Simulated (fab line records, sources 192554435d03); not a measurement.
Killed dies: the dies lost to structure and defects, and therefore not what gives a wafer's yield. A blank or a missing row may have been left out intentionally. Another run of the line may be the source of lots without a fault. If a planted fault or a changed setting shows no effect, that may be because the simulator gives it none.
fab line records	flow n5_finfet
record: lots: 7	wafers: 18	last_day: 19
route steps=1938 shown DUMMY_GATE@247 SPACER0@258 SD_EPI_N@262 SD_EPI_P@326
lots with no fault: from the same line, run without faults
start_h: the number of hours between the record's first day and the start of the first shown wafer of the lot	wait_h: hours elapsed since this lot's preceding step	" repeats the value in the row above	L1.1+2: a single row standing in for several wafers	- no value, or no start given	* or withheld: withheld	< > ~ a bound
route shown NAME@n: a module of which the file shows steps, and the number in the route of the first	usual: average and standard deviation across the fault-free wafers	same: alike in all rows	chamber/n: place in a boat	sites: the reading at each site	_std_site: the values' standard deviation	_edge_site: inner sites' mean taken away from outer sites' mean	radius_mm: how far each site lies from the wafer's centre	mask NAME#n: copy n	behind: the last tool/chamber to shape the wafer	hold: why the lot was held/for how many hours/how that ended	device: whichever transistor did not switch (one of n, p or np)	end of line: the route-end tests of the same wafers	a step with no rows: only its recipe	killed: dies lost to structure and defects at the first sort, not the wafer's yield	map: a wafer's dies, x killed, . not, _ none there
set.NAME: the setting the step ran with; set.NAME@STEP: the setting that earlier step ran with	model.NAME: the simulator's own value behind a step, which no gauge read
lots seen at some steps along the route; tables by step, rows by wafer
services: the hour from which a tool's chamber was out of use, counted from the record's first day as start_h (under 0 if before that day), plus the number of hours and why
== steps ==
step: N5_DUMMY_GATE_ETCH_23
recipe: chemistry: HBr/Cl2/O2	HBr_flow_sccm: 150	Cl2_flow_sccm: 80	O2_flow_sccm: 12	bias_w: 102	target_depth_a: 410	time_s: 22.3	target: poly-Si	mask_material: SiO2	pressure_mtorr: 10	icp_w: 800
step: N5_DUMMY_GATE_ETCH_44
recipe: chemistry: HBr/O2	over_etch_frac: 0.7	target_depth_a: 1275	stop_on: SiO2	ion_energy_ev: 60	bias_w: 20	target: poly-Si	mask_material: SiO2	pressure_mtorr: 20	icp_w: 400	HBr_flow_sccm: 120	O2_flow_sccm: 10
step: N5_DUMMY_GATE_CD_MEAS_24
recipe: target_cd_nm: 15
usual: cd_nm: 15.2/0.36
lot.wafer	tool	chamber	start_h	wait_h	cd_nm
L712.1	cd_sem-03	-	53.54	0.1	15.7
L712.4	"	-	"	"	15.3
L712.6	"	-	"	"	14.8
L719.1	cd_sem-01	-	97.81	0.1	14.8
L719.2	"	-	"	"	14.8
L719.3	"	-	"	"	15.6
L721.2	cd_sem-01	-	109.01	0.1	15.1
L721.3	"	-	"	"	15.2
L721.5	"	-	"	"	15.4
L725.1	cd_sem-03	-	133.94	0.1	15.0
L725.3	"	-	"	"	14.7
L725.4	"	-	"	"	14.5
L728.1	cd_sem-01	-	152.48	0.1	15.1
L728.2	"	-	"	"	15.4
L729.1	cd_sem-01	-	160.28	0.1	15.3
L729.3	"	-	"	"	14.9
L734.2	cd_sem-02	-	186.91	0.1	15.7
L734.3	"	-	"	"	15.1
step: N5_DUMMY_GATE_ETCH_42
recipe: chemistry: CHF3/O2	target: SiO2	target_depth_a: 35	time_s: 31	ion_energy_ev: 30	bias_w: 12	pressure_mtorr: 30	source_w: 600	Ar_flow_sccm: 200	CHF3_flow_sccm: 50	O2_flow_sccm: 5
step: N5_DUMMY_GATE_STRIP_48
recipe: chemistry: N2/H2	time_s: 20	power_w: 100	temp_c: 40	pressure_mtorr: 100	rf_frequency_hz: 6e+07	bias_power_w: 3	n2_flow_sccm: 300	h2_flow_sccm: 300
step: N5_DUMMY_GATE_PRECLEAN_33
recipe: chemistry: dHF	time_s: 10	dilution: 750:1	temp_c: 25
step: N5_DUMMY_GATE_PRECLEAN_25
recipe: chemistry: O3/DIW	time_s: 45	temp_c: 22	o3_ppm: 10
step: N5_DUMMY_GATE_PRECLEAN_51
recipe: chemistry: SC2	time_s: 45	temp_c: 35	mix: 1:1:50
step: N5_DUMMY_GATE_SRD_26
recipe: dry: ipa_marangoni	time_s: 30	temp_c: 23	rinse_liquid: diw
step: N5_DUMMY_GATE_UV_OZONE_45
recipe: time_s: 120	pressure_torr: 760	temp_c: 25
step: N5_DUMMY_GATE_INSPECT_27
recipe: inspect_instrument: brightfield	mode: aei
usual: raw_defect_count: 304/82
lot.wafer	tool	chamber	start_h	wait_h	raw_defect_count
L712.1	defect_inspect-02	-	53.83	0.0	224
L712.4	"	-	"	"	201
L712.6	"	-	"	"	196
L719.1	defect_inspect-01	-	98.10	0.0	398
L719.2	"	-	"	"	450
L719.3	"	-	"	"	406
L721.2	defect_inspect-01	-	109.31	0.0	283
L721.3	"	-	"	"	371
L721.5	"	-	"	"	218
L725.1	defect_inspect-02	-	134.22	0.0	291
L725.3	"	-	"	"	272
L725.4	"	-	"	"	289
L728.1	defect_inspect-01	-	152.77	0.0	273
L728.2	"	-	"	"	263
L729.1	defect_inspect-01	-	160.56	0.0	369
L729.3	"	-	"	"	270
L734.2	defect_inspect-01	-	187.19	0.0	332
L734.3	"	-	"	"	283
step: N5_SPACER0_ALD_07
recipe: material: SiNx	target_thk_a: 20	temp_c: 400	ald_precursor_family: SiH2I2	ald_co_reactant: N2/H2-plasma	pressure_torr: 2
usual: heater_power_w: 780/84
lot.wafer	tool	chamber	start_h	wait_h	heater_power_w
L712.1	ald_sin-02	2	54.32	0.5	690
L712.4	"	2	"	"	719
L712.6	"	3	"	"	822
L719.1	ald_sin-03	3	98.40	0.3	762
L719.2	"	2	"	"	838
L719.3	"	0	"	"	801
L721.2	ald_sin-04	2	110.20	0.9	782
L721.3	"	1	"	"	764
L721.5	"	0	"	"	723
L725.1	ald_sin-04	3	134.68	0.5	962
L725.3	"	0	"	"	740
L725.4	"	2	"	"	790
L728.1	ald_sin-02	2	152.81	0.0	722
L728.2	"	1	"	"	760
L729.1	ald_sin-02	1	160.60	0.0	772
L729.3	"	3	"	"	818
L734.2	ald_sin-02	2	188.12	0.9	715
L734.3	"	3	"	"	815
step: N5_SPACER0_ALD_00
recipe: material: SiOCN	target_thk_a: 35	temp_c: 400	ald_precursor_family: alkyl-aminosilane	ald_co_reactant: O2/N2-plasma	pulse_time_s: 3	purge_time_s: 2	co_reactant_purge_time_s: 2	ald_cycles: 58	pressure_torr: 2
usual: ald_cycles: 58/0	heater_power_w: 780/85	precursor_pulse_height_rel: 1.002/0.018
lot.wafer	tool	chamber	start_h	wait_h	ald_cycles	heater_power_w	precursor_pulse_height_rel	model.SiOCN_of_SPACER0_ALD_00.thk_nm
L712.1	ald_sin-02	2	54.47	0.1	58	714	0.996	3.6
L712.4	"	2	"	"	58	720	0.993	3.6
L712.6	"	3	"	"	58	823	1.010	3.6
L719.1	ald_sin-03	3	98.55	0.1	58	761	1.036	3.6
L719.2	"	2	"	"	58	820	1.003	3.4
L719.3	"	0	"	"	58	837	0.994	3.6
L721.2	ald_sin-04	2	110.35	0.1	58	776	0.990	3.4
L721.3	"	1	"	"	58	771	0.991	3.4
L721.5	"	0	"	"	58	724	1.030	3.4
L725.1	ald_sin-04	3	134.84	0.1	58	974	1.039	3.4
L725.3	"	0	"	"	58	727	0.975	3.6
L725.4	"	2	"	"	58	803	1.016	3.6
L728.1	ald_sin-02	2	152.96	0.1	41	701	0.999	2.4
L728.2	"	1	"	"	41	778	0.981	2.4
L729.1	ald_sin-02	1	160.75	0.1	41	750	1.006	2.4
L729.3	"	3	"	"	58	814	0.997	3.6
L734.2	ald_sin-02	2	188.28	0.1	41	727	0.962	2.4
L734.3	"	3	"	"	58	815	1.003	3.6
step: N5_SPACER0_ALD_08
recipe: material: SiNx	target_thk_a: 20	temp_c: 400	ald_precursor_family: SiH2I2	ald_co_reactant: N2/H2-plasma	pressure_torr: 2
usual: heater_power_w: 781/86
lot.wafer	tool	chamber	start_h	wait_h	heater_power_w
L712.1	ald_sin-02	2	54.73	0.1	693
L712.4	"	2	"	"	693
L712.6	"	3	"	"	808
L719.1	ald_sin-03	3	98.81	0.1	746
L719.2	"	2	"	"	836
L719.3	"	0	"	"	824
L721.2	ald_sin-04	2	110.61	0.1	798
L721.3	"	1	"	"	758
L721.5	"	0	"	"	737
L725.1	ald_sin-04	3	135.09	0.1	964
L725.3	"	0	"	"	746
L725.4	"	2	"	"	782
L728.1	ald_sin-02	2	153.22	0.1	731
L728.2	"	1	"	"	761
L729.1	ald_sin-02	1	161.01	0.1	775
L729.3	"	3	"	"	822
L734.2	ald_sin-02	2	188.53	0.1	712
L734.3	"	3	"	"	819
step: N5_SPACER0_INSPECT_04
recipe: inspect_instrument: darkfield	mode: post_dep
usual: raw_defect_count: 138/32
lot.wafer	tool	chamber	start_h	wait_h	raw_defect_count
L712.1	defect_inspect-01	-	54.88	0.1	138
L712.4	"	-	"	"	84
L712.6	"	-	"	"	99
L719.1	defect_inspect-01	-	98.97	0.1	193
L719.2	"	-	"	"	182
L719.3	"	-	"	"	190
L721.2	defect_inspect-02	-	110.76	0.1	120
L721.3	"	-	"	"	117
L721.5	"	-	"	"	90
L725.1	defect_inspect-02	-	135.25	0.1	124
L725.3	"	-	"	"	113
L725.4	"	-	"	"	104
L728.1	defect_inspect-02	-	153.38	0.1	130
L728.2	"	-	"	"	94
L729.1	defect_inspect-01	-	161.18	0.1	160
L729.3	"	-	"	"	131
L734.2	defect_inspect-02	-	188.69	0.1	144
L734.3	"	-	"	"	131
step: N5_SD_EPI_N_COAT_32
recipe: resist: SOC	temp_c: 250	time_s: 60	spin_rpm: 1500	resist_thk_nm: 350
step: N5_SD_EPI_N_COAT_33
recipe: resist: SiARC	temp_c: 220	time_s: 60	spin_rpm: 1500	resist_thk_nm: 35
step: N5_SD_EPI_N_COAT_03
recipe: resist: CAR-ArF-block	spin_rpm: 1500	resist_thk_nm: 150
step: N5_SD_EPI_N_EBR_05
recipe: solvent: PGMEA	ebr_width_mm: 1.5
step: N5_SD_EPI_N_SOFTBAKE_04
recipe: temp_c: 110	time_s: 60	resist: CAR-ArF-block
step: N5_SD_EPI_N_EXPOSE_06
recipe: mask_id: SD_N_BLK	na: 1.35	source_shape: conventional	sigma_outer: 0.8	polarization: unpolarized	target_cd_nm: 120	dose_mj: 39.75
step: N5_SD_EPI_N_PEB_07
recipe: peb_temp_c: 110	peb_time_s: 60	resist: CAR-ArF-block
step: N5_SD_EPI_N_DEVELOP_08
recipe: develop_time_s: 30	developer: TMAH	resist: CAR-ArF-block	dev_temp_c: 23	rinse_liquid: diw	dry: air_spin
step: N5_SD_EPI_N_CD_MEAS_09
recipe: target_cd_nm: 120	landing_energy_ev: 500	detector: se_inlens
usual: cd_nm: 120.5/0.69
lot.wafer	tool	chamber	start_h	wait_h	cd_nm
L712.1	cd_sem-01	0	55.28	-	121.8
L712.4	"	0	"	"	122.6
L712.6	"	0	"	"	121.4
L719.1	cd_sem-03	0	99.37	-	120.9
L719.2	"	0	"	"	121.1
L719.3	"	0	"	"	120.5
L721.2	cd_sem-03	0	111.16	-	121.1
L721.3	"	0	"	"	120.3
L721.5	"	0	"	"	120.7
L725.1	cd_sem-02	0	135.52	-	120.2
L725.3	"	0	"	"	119.6
L725.4	"	0	"	"	119.2
L728.1	cd_sem-01	0	153.78	-	121.4
L728.2	"	0	"	"	120.7
L729.1	cd_sem-03	0	161.45	-	120.0
L729.3	"	0	"	"	121.1
L734.2	cd_sem-02	0	189.09	-	119.9
L734.3	"	0	"	"	119.8
step: N5_SD_EPI_N_OVL_MEAS_10
recipe: points_per_wafer: 44
usual: SD_N_BLK_OVL: 0.0/0.87
lot.wafer	tool	chamber	start_h	wait_h	SD_N_BLK_OVL[nm]
L712.1	overlay-01	0	55.31	0.0	0.6
L712.4	"	0	"	"	-0.2
L712.6	"	0	"	"	-0.7
L719.1	overlay-02	0	99.40	0.0	-0.4
L719.2	"	0	"	"	-0.4
L719.3	"	0	"	"	-1.6
L721.2	overlay-01	0	111.19	0.0	0.1
L721.3	"	0	"	"	0.0
L721.5	"	0	"	"	-0.5
L725.1	overlay-01	0	135.56	0.0	0.2
L725.3	"	0	"	"	0.6
L725.4	"	0	"	"	0.1
L728.1	overlay-02	0	153.81	0.0	-1.3
L728.2	"	0	"	"	-0.4
L729.1	overlay-02	0	161.48	0.0	0.1
L729.3	"	0	"	"	-0.9
L734.2	overlay-01	0	189.12	0.0	0.4
L734.3	"	0	"	"	-1.0
step: N5_SD_EPI_N_INSPECT_11
recipe: mode: adi	inspect_instrument: macro
usual: raw_defect_count: 2.3/1.6
lot.wafer	tool	chamber	start_h	wait_h	raw_defect_count
L712.1	defect_inspect-02	-	55.34	0.0	1
L712.4	"	-	"	"	0
L712.6	"	-	"	"	1
L719.1	defect_inspect-01	-	99.42	0.0	5
L719.2	"	-	"	"	3
L719.3	"	-	"	"	2
L721.2	defect_inspect-02	-	111.22	0.0	5
L721.3	"	-	"	"	2
L721.5	"	-	"	"	1
L725.1	defect_inspect-01	-	135.58	0.0	1
L725.3	"	-	"	"	4
L725.4	"	-	"	"	2
L728.1	defect_inspect-02	-	153.83	0.0	5
L728.2	"	-	"	"	0
L729.1	defect_inspect-01	-	161.51	0.0	0
L729.3	"	-	"	"	3
L734.2	defect_inspect-02	-	189.14	0.0	1
L734.3	"	-	"	"	3
step: N5_SD_EPI_N_DESCUM_14
recipe: chemistry: O2	time_s: 7.9	source_power_w: 50	bias_power_w: 20	pressure_mtorr: 20	rf_frequency_hz: 2.712e+07	temp_c: 40	resist: CAR-ArF-block	o2_flow_sccm: 225
step: N5_SD_EPI_N_ETCH_34
recipe: chemistry: CF4	target: SiARC	target_depth_a: 455	mask_material: CAR-ArF-block	time_s: 75.8	ion_energy_ev: 80	pressure_mtorr: 40	source_w: 545	bias_w: 36	Ar_flow_sccm: 100	cf4_flow_sccm: 100	ends: cleared
usual: drypump_motor_current_A: 5.74/0.27	etch_rf_on_time_s: 75.9/1.5	oes_product_au: 0.68/0.088	rf_vpp_V: 184.2/1.1	showerhead_plenum_p_Torr: 2.17/0.068	throttle_valve_pct: 15.57/0.26
lot.wafer	tool	chamber	start_h	wait_h	drypump_motor_current_A	etch_rf_on_time_s	oes_product_au	rf_hours_counter_h	rf_vpp_V	showerhead_plenum_p_Torr	throttle_valve_pct
L712.1	rie_diel-05	0	55.41	0.0	5.55	75.2	0.71	67	184.7	2.17	15.23
L712.4	"	3	"	"	5.89	76.0	0.61	-	183.6	2.14	15.87
L712.6	"	2	"	"	6.14	75.8	0.78	-	183.3	2.17	15.57
L719.1	rie_diel-06	1	99.49	0.0	5.62	72.7	0.76	49	182.4	2.11	15.33
L719.2	"	2	"	"	5.75	74.8	0.80	10	185.6	2.29	15.18
L719.3	"	3	"	"	5.28	72.6	0.62	225	184.3	2.21	15.50
L721.2	rie_diel-06	2	111.56	0.0	5.74	74.7	0.79	15	186.6	2.28	15.19
L721.3	"	1	"	"	5.61	74.2	0.75	53	184.1	2.11	15.37
L721.5	"	1	"	"	5.60	74.4	0.75	-	182.4	2.11	15.36
L725.1	rie_diel-06	1	135.65	0.0	5.60	74.3	0.74	63	186.5	2.10	15.38
L725.3	"	0	"	"	5.58	75.5	0.74	38	184.5	2.27	15.59
L725.4	"	3	"	"	5.27	72.7	0.60	237	184.7	2.20	15.54
L728.1	rie_diel-04	2	153.90	0.0	5.46	77.2	0.59	212	183.4	2.03	16.02
L728.2	"	0	"	"	5.41	79.2	0.58	222	183.6	2.13	15.64
L729.1	rie_diel-05	0	161.63	0.0	5.54	75.6	0.68	109	183.9	2.15	15.32
L729.3	"	1	"	"	5.80	77.0	0.81	8	184.6	2.19	15.07
L734.2	rie_diel-04	1	189.38	0.0	6.06	75.0	0.81	12	184.4	2.17	15.38
L734.3	"	0	"	"	5.44	80.0	0.57	234	184.9	2.13	15.64
step: N5_SD_EPI_N_ETCH_35
recipe: chemistry: N2/H2	target: SOC	overetch_a: 1080	mask_material: SiARC	temp_c: 40	ion_energy_ev: 100	source_w: 3000	bias_w: 133	pressure_mtorr: 20	time_s: 486	n2_flow_sccm: 200	h2_flow_sccm: 200
step: N5_SD_EPI_N_STRIP_36
recipe: chemistry: N2/H2	temp_c: 40	n2_flow_sccm: 200	h2_flow_sccm: 200	rf_frequency_hz: 6e+07
step: N5_SD_EPI_N_ETCHBACK_44
recipe: chemistry: CH3F/O2	mode: anisotropic_etchback	target: SiNx	target_depth_a: 145	stop_on: SiO2	over_etch_frac: 0.3	ion_energy_ev: 120	pressure_mtorr: 30	source_w: 395	bias_w: 73	Ar_flow_sccm: 150	CH3F_flow_sccm: 30	O2_flow_sccm: 20
step: N5_SD_EPI_N_ETCH_45
recipe: chemistry: CH3F/O2	target: SiOCN	target_depth_a: 60	mask_material: SOC	ion_energy_ev: 60	bias_w: 29	pressure_mtorr: 15	source_w: 410	Ar_flow_sccm: 150	CH3F_flow_sccm: 30	O2_flow_sccm: 20
usual: drypump_motor_current_A: 5.73/0.27	oes_product_au: 0.80/0.1	rf_vpp_V: 127.7/0.98	showerhead_plenum_p_Torr: 2.02/0.067	throttle_valve_pct: 23.31/0.29
lot.wafer	tool	chamber	start_h	wait_h	drypump_motor_current_A	oes_product_au	rf_hours_counter_h	rf_vpp_V	showerhead_plenum_p_Torr	throttle_valve_pct
L712.1	rie_diel-05	0	55.89	0.1	5.57	0.83	68	128.3	2.02	22.91
L712.4	"	3	"	"	5.88	0.71	-	127.7	1.99	23.62
L712.6	"	2	"	"	6.13	0.92	-	125.9	2.03	23.41
L719.1	rie_diel-06	1	99.97	0.1	5.63	0.89	49	127.0	1.96	23.14
L719.2	"	2	"	"	5.76	0.95	11	127.6	2.14	23.04
L719.3	"	3	"	"	5.27	0.71	225	127.5	2.06	23.17
L721.2	rie_diel-06	2	112.04	0.1	5.73	0.92	15	129.2	2.14	23.05
L721.3	"	1	"	"	5.60	0.87	53	127.7	1.96	23.16
L721.5	"	1	"	"	5.62	0.87	-	126.1	1.96	23.16
L725.1	rie_diel-06	1	136.13	0.1	5.61	0.87	63	127.3	1.95	23.16
L725.3	"	0	"	"	5.58	0.87	38	129.4	2.11	23.33
L725.4	"	3	"	"	5.27	0.70	237	128.1	2.06	23.18
L728.1	rie_diel-04	2	154.38	0.1	5.45	0.68	212	126.0	1.89	23.87
L728.2	"	0	"	"	5.43	0.68	223	128.8	1.98	23.33
L729.1	rie_diel-05	0	162.11	0.1	5.56	0.78	109	125.9	2.00	22.95
L729.3	"	1	"	"	5.81	0.94	8	127.5	2.04	22.75
L734.2	rie_diel-04	1	189.86	0.1	6.04	0.94	12	128.3	2.03	23.11
L734.3	"	0	"	"	5.43	0.67	235	127.6	1.97	23.35
step: N5_SD_EPI_N_ETCH_16
recipe: chemistry: CHF3/O2	target: SiO2	target_depth_a: 50	mask_material: SOC	pressure_mtorr: 30	source_w: 650	bias_w: 170	Ar_flow_sccm: 200	CHF3_flow_sccm: 50	O2_flow_sccm: 5	ion_energy_ev: 200
step: N5_SD_EPI_N_STRIP_47
recipe: chemistry: CHF3/O2	resist: SiARC	rf_frequency_hz: 6e+07
step: N5_SD_EPI_N_SD_RECESS_17
recipe: chemistry: HBr/Cl2/O2	target_depth_a: 410	mask_material: SOC	time_s: 23.7	bt_time_s: 3	pressure_mtorr: 10	icp_w: 800	bias_w: 112	HBr_flow_sccm: 150	Cl2_flow_sccm: 80	O2_flow_sccm: 12
step: N5_SD_EPI_N_STRIP_38
recipe: chemistry: N2/H2	power_w: 1000	temp_c: 250	h2_frac: 0.65	overash_fraction: 0.3	pressure_mtorr: withheld	n2_flow_sccm: 1750	h2_flow_sccm: 3250
step: N5_SD_EPI_N_WET_ETCH_43
recipe: chemistry: dHF	dilution: withheld	time_s: 14	target: SiO2	target_depth_a: 15	temp_c: 25
step: N5_SD_EPI_N_STRIP_18
recipe: chemistry: SPM	time_s: 750	temp_c: 130	h2so4_h2o2_vol_ratio: 4
step: N5_SD_EPI_N_SRD_20
recipe: dry: ipa_marangoni	do_ppb: 5	time_s: 30	temp_c: 23	rinse_liquid: diw
step: N5_SD_EPI_N_PRECLEAN_48
recipe: chemistry: NF3:NH3	afs_cycles: 2	temp_c: 30	time_s: 20	sublimation_temp_c: 180	sublimation_time_s: 60	pressure_torr: 3	rf_power_w: 30
step: N5_SD_EPI_N_VAPOR_ETCH_50
recipe: chemistry: HCl	target: Si	temp_c: 775	time_s: 54	pressure_torr: 20	mode: isotropic
usual: throttle_valve_pct: 12.3/0.33
lot.wafer	tool	chamber	start_h	wait_h	throttle_valve_pct
L712.1	epi_rpcvd-01	0	56.98	0.4	12.6
L712.4	"	0	"	"	12.2
L712.6	"	0	"	"	12.2
L719.1	epi_rpcvd-04	0	100.96	0.3	12.5
L719.2	"	0	"	"	12.4
L719.3	"	0	"	"	12.7
L721.2	epi_rpcvd-01	0	113.05	0.3	12.5
L721.3	"	0	"	"	12.4
L721.5	"	0	"	"	12.5
L725.1	epi_rpcvd-01	0	137.13	0.3	12.5
L725.3	"	0	"	"	12.3
L725.4	"	0	"	"	12.1
L728.1	epi_rpcvd-01	0	155.48	0.4	12.4
L728.2	"	0	"	"	12.3
L729.1	epi_rpcvd-02	0	163.23	0.4	11.6
L729.3	"	0	"	"	11.6
L734.2	epi_rpcvd-01	0	190.88	0.3	12.5
L734.3	"	0	"	"	12.3
step: N5_SD_EPI_N_EPI_21
recipe: material: Si:P	dopant: P	temp_c: 680	pressure_torr: 255	time_s: 690
step: N5_SD_EPI_P_PRECLEAN_32
recipe: chemistry: dHF	time_s: 10	dilution: 500:1	temp_c: 25
lot.wafer	tool	chamber	start_h	wait_h	model.SiOCN_of_SPACER0_ALD_00.thk_nm
L712.1+4+6	wet_bench-02	1,2,0	66.40	0.0	3.4
L719.1+2+3	wet_bench-02	0,5,1	109.85	0.0	3.4
L721.2+3+5	wet_bench-02	1,4,5	119.64	0.0	3.4
L725.1+3+4	wet_bench-01	0,4,5	144.57	0.0	3.4
L728.1+2	wet_bench-01	4,0	163.56	0.0	2.4
L729.1	wet_bench-02	4	170.46	0.0	2.4
L729.3	"	6	"	"	3.4
L734.2	wet_bench-01	6	198.08	0.0	2.4
L734.3	"	7	"	"	3.4
== services ==
tool	chamber	start_h	hours	kind
wet_bench-01	-	33.37	4.4	pm
rie_diel-05	2	33.92	5.1	repair
rie_diel-05	3	34.05	15.0	repair
rie_diel-06	2	38.54	-	clean
rie_diel-06	2	38.54	-	consumable_replace:focus_ring
rie_diel-06	2	38.54	-	consumable_replace:showerhead
rie_diel-06	2	38.54	27.9	scheduled_down
rie_diel-06	2	38.54	27.9	vent_cycle
rie_diel-04	1	43.45	2.5	repair
rie_diel-04	-	48.49	0.8	repair
epi_rpcvd-01	-	49.09	0.8	repair
rie_diel-05	1	51.58	5.4	repair
ald_sin-02	1	52.60	10.5	repair
ald_sin-02	2	56.36	11.4	repair
rie_diel-05	3	87.35	1.4	repair
epi_rpcvd-04	-	106.82	6.0	pm
ald_sin-04	-	118.54	6.1	pm
rie_diel-04	0	120.85	5.2	repair
ald_sin-03	-	126.49	14.6	pm
ald_sin-02	3	171.92	2.8	repair
rie_diel-06	3	172.28	-	clean
rie_diel-06	3	172.28	-	consumable_replace:focus_ring
ald_sin-03	-	176.75	14.0	pm
ald_sin-03	-	190.75	6.0	pm
== key ==
first_sign: step: N5_SPACER0_ALD_00	reading: ald_cycles	direction: down	sigmas: 99+	usual: *	struck: *
effect none on later readings
model_effect: step: N5_SPACER0_ALD_00	value: SiOCN_of_SPACER0_ALD_00.thk_nm	without: 3.55	struck: 2.4
model_effect: step: N5_SD_EPI_P_PRECLEAN_32	value: SiOCN_of_SPACER0_ALD_00.thk_nm	without: 3.4	struck: 2.4
met_at N5_SPACER0_ALD_00
struck_wafers L728.1,L728.2,L729.1,L734.2
tester_left_out L728,L729,L734
onset_between 54.47 152.96
fault: kind: process_parameter_drift	tool: ald_sin-02	chamber: -	onset_h: 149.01	steps: N5_SPACER0_ALD_00	channel: ald_cycles	offset: *	shape: step	end_h: 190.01	scope: struck_wafers_only	acts_in: *	stated: *
tester_left_out: of these lots the tester's yield and bins aren't shown, on N5 and GAA mostly nor the transistor test; their killed dies are dies lost to structure and defects alone, not to doping, threshold or leakage, so they don't give the yield
